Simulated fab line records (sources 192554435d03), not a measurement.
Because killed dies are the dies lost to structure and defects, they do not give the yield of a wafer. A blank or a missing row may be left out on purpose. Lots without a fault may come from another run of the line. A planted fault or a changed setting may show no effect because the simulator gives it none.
Split-lot trial / flow n5 finfet / 21 wafers read from 7 lots, route of 1938 steps

## ABOUT THE SPLIT
At N5_BEOL_M0_SAQP_CUT_ETCH_46 (etches SOC in N2/H2, target depth 135 nm, overetch 27 nm, time 202.5 s), the setting time s was moved away from the recipe's 202.5 s on 7 of the 21 wafers read, by -15.2% to +18.5%. All remaining wafers had this setting at the recipe value.

The split's own step is where the reading is taken.

## THE READING
SiARC_of_BEOL_M0_SAQP_COAT_72.thk nm (the simulator's own value, which no gauge read), in nm, at N5_BEOL_M0_SAQP_CUT_ETCH_46 (etches SOC in N2/H2, target depth 135 nm, overetch 27 nm, time 202.5 s). The file does not state a usual value for it. The 14 wafers here that ran the recipe average 5.0 nm, standard deviation 0.23 nm.

wafer=L074.1; tool, chamber at the split=rie diel-02, 2,0; time s as run, s=202.5; against the recipe=recipe; SiARC_of_BEOL_M0_SAQP_COAT_72.thk nm, nm=4.8; against lot-mates on the recipe=-
wafer=L074.5; tool, chamber at the split=rie diel-02, 2,0; time s as run, s=202.5; against the recipe=recipe; SiARC_of_BEOL_M0_SAQP_COAT_72.thk nm, nm=4.8; against lot-mates on the recipe=-
wafer=L074.6; tool, chamber at the split=rie diel-02, 3; time s as run, s=202.5; against the recipe=recipe; SiARC_of_BEOL_M0_SAQP_COAT_72.thk nm, nm=5; against lot-mates on the recipe=-
wafer=L077.1; tool, chamber at the split=rie diel-06, 3; time s as run, s=202.5; against the recipe=recipe; SiARC_of_BEOL_M0_SAQP_COAT_72.thk nm, nm=5.2; against lot-mates on the recipe=-
wafer=L077.2; tool, chamber at the split=rie diel-06, 0; time s as run, s=202.5; against the recipe=recipe; SiARC_of_BEOL_M0_SAQP_COAT_72.thk nm, nm=5.4; against lot-mates on the recipe=-
wafer=L077.3; tool, chamber at the split=rie diel-06, 2; time s as run, s=202.5; against the recipe=recipe; SiARC_of_BEOL_M0_SAQP_COAT_72.thk nm, nm=5; against lot-mates on the recipe=-
wafer=L082.1; tool, chamber at the split=rie diel-02, 0,1; time s as run, s=202.5; against the recipe=recipe; SiARC_of_BEOL_M0_SAQP_COAT_72.thk nm, nm=4.8; against lot-mates on the recipe=-
wafer=L082.4; tool, chamber at the split=rie diel-02, 0,1; time s as run, s=202.5; against the recipe=recipe; SiARC_of_BEOL_M0_SAQP_COAT_72.thk nm, nm=4.8; against lot-mates on the recipe=-
wafer=L082.5; tool, chamber at the split=rie diel-02, 2; time s as run, s=202.5; against the recipe=recipe; SiARC_of_BEOL_M0_SAQP_COAT_72.thk nm, nm=5; against lot-mates on the recipe=-
wafer=L083.3; tool, chamber at the split=rie diel-03, 2; time s as run, s=171.7; against the recipe=-15.2%; SiARC_of_BEOL_M0_SAQP_COAT_72.thk nm, nm=6.6; against lot-mates on the recipe=+1.4
wafer=L083.4; tool, chamber at the split=rie diel-03, 1; time s as run, s=171.7; against the recipe=-15.2%; SiARC_of_BEOL_M0_SAQP_COAT_72.thk nm, nm=6.8; against lot-mates on the recipe=+1.6
wafer=L083.6; tool, chamber at the split=rie diel-03, 2; time s as run, s=202.5; against the recipe=recipe; SiARC_of_BEOL_M0_SAQP_COAT_72.thk nm, nm=5.2; against lot-mates on the recipe=-
wafer=L091.1; tool, chamber at the split=rie diel-06, 3; time s as run, s=236.7; against the recipe=+16.9%; SiARC_of_BEOL_M0_SAQP_COAT_72.thk nm, nm=3.4; against lot-mates on the recipe=-1.8
wafer=L091.2; tool, chamber at the split=rie diel-06, 1; time s as run, s=202.5; against the recipe=recipe; SiARC_of_BEOL_M0_SAQP_COAT_72.thk nm, nm=5; against lot-mates on the recipe=-
wafer=L091.4; tool, chamber at the split=rie diel-06, 0; time s as run, s=202.5; against the recipe=recipe; SiARC_of_BEOL_M0_SAQP_COAT_72.thk nm, nm=5.4; against lot-mates on the recipe=-
wafer=L092.2; tool, chamber at the split=rie diel-03, 0; time s as run, s=202.5; against the recipe=recipe; SiARC_of_BEOL_M0_SAQP_COAT_72.thk nm, nm=4.6; against lot-mates on the recipe=-
wafer=L092.5; tool, chamber at the split=rie diel-03, 0; time s as run, s=232.1; against the recipe=+14.6%; SiARC_of_BEOL_M0_SAQP_COAT_72.thk nm, nm=3; against lot-mates on the recipe=-1.6
wafer=L092.6; tool, chamber at the split=rie diel-03, 1; time s as run, s=232.1; against the recipe=+14.6%; SiARC_of_BEOL_M0_SAQP_COAT_72.thk nm, nm=3.6; against lot-mates on the recipe=-1.0
wafer=L094.1; tool, chamber at the split=rie diel-06, 2; time s as run, s=202.5; against the recipe=recipe; SiARC_of_BEOL_M0_SAQP_COAT_72.thk nm, nm=4.8; against lot-mates on the recipe=-
wafer=L094.3; tool, chamber at the split=rie diel-06, 1; time s as run, s=240; against the recipe=+18.5%; SiARC_of_BEOL_M0_SAQP_COAT_72.thk nm, nm=3; against lot-mates on the recipe=-1.8
wafer=L094.5; tool, chamber at the split=rie diel-06, 3; time s as run, s=240; against the recipe=+18.5%; SiARC_of_BEOL_M0_SAQP_COAT_72.thk nm, nm=3.2; against lot-mates on the recipe=-1.6
Rows listing several chambers each stand for several wafers; the file does not say which wafer went through which chamber.

FIT RESULTS
A straight line over all 21 wafers: SiARC_of_BEOL_M0_SAQP_COAT_72.thk nm changes by -0.107 nm for each +1% of time s; r = -0.97; the points scatter about the line by 0.24 nm.
The same after taking each lot's own level away (the mean of its wafers on the recipe; 21 wafers): -0.0954 nm for each +1%; r = -0.98; scatter 0.16 nm.
According to that fit, moving time s by its largest amount changes the reading by 1.8 nm.
The lots' own levels span 4.60 to 5.20 nm, that is 2.6 times the standard deviation above.
In other words, the slope is changed by the lot-to-lot level; the two fits disagree.
Check: for one of the wafers moved furthest among these (+18.5%), held out of the fit, the line's prediction against its lot-mates is -1.75 nm. Against them it came out at -1.8 nm.

## ADDITIONAL SPLITS CARRIED BY THESE WAFERS
Other splits were also applied to these wafers ahead of the reading. Each is held against what the fit with the lots' levels taken away leaves over:
other split on the same wafers=N5_ILD0_CMP_03 down force psi; wafers away from the commonest value=7; r with SiARC_of_BEOL_M0_SAQP_COAT_72.thk nm (lot level and that fit taken away)=+0.37
other split on the same wafers=N5_HKMG_FIN_PEB_47 peb time s; wafers away from the commonest value=7; r with SiARC_of_BEOL_M0_SAQP_COAT_72.thk nm (lot level and that fit taken away)=-0.22
other split on the same wafers=N5_HKMG_FIN_DEVELOP_48 develop time s; wafers away from the commonest value=9; r with SiARC_of_BEOL_M0_SAQP_COAT_72.thk nm (lot level and that fit taken away)=+0.33
other split on the same wafers=N5_HKMG_FIN_COAT_06 spin rpm; wafers away from the commonest value=8; r with SiARC_of_BEOL_M0_SAQP_COAT_72.thk nm (lot level and that fit taken away)=-0.06
other split on the same wafers=N5_GATE_CUT_DESCUM_18 time s; wafers away from the commonest value=5; r with SiARC_of_BEOL_M0_SAQP_COAT_72.thk nm (lot level and that fit taken away)=+0.10
other split on the same wafers=N5_GATE_CUT_ETCH_37 bias w; wafers away from the commonest value=5; r with SiARC_of_BEOL_M0_SAQP_COAT_72.thk nm (lot level and that fit taken away)=+0.14
other split on the same wafers=N5_MOL_CONTACT_COAG_VIA_ETCH_46 bias w; wafers away from the commonest value=6; r with SiARC_of_BEOL_M0_SAQP_COAT_72.thk nm (lot level and that fit taken away)=-0.19
other split on the same wafers=N5_BEOL_M0_SAQP_EXPOSE_37 dose mj; wafers away from the commonest value=6; r with SiARC_of_BEOL_M0_SAQP_COAT_72.thk nm (lot level and that fit taken away)=+0.14

## THE WHOLE CHAIN: every reading that the file lists as answering this split, in the file's order
step=N5_BEOL_M0_SAQP_CUT_ETCH_46; what it does=etches SOC in N2/H2, target depth 135 nm, overetch 27 nm, time 202.5 s; reading=SiARC_of_BEOL_M0_SAQP_COAT_72.thk nm (the simulator's own value, which no gauge read); change (the file's fit)=-0.0966 nm for each +1% of the setting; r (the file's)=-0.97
step=N5_BEOL_M0_SAQP_ETCH_49; what it does=etches SiO2 in CF4/O2, target depth 37 nm; reading=BEOL_M0_SAQP.cd nm (the simulator's own value, which no gauge read); change (the file's fit)=+0.0417 nm for each +1% of the setting, in a fit together with dose mj@BEOL_M0_SAQP_EXPOSE_37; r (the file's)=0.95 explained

## FILE'S OWN FIT
SiARC_of_BEOL_M0_SAQP_COAT_72.thk nm changes by -0.0966 nm for each +1% of time s, r = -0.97.
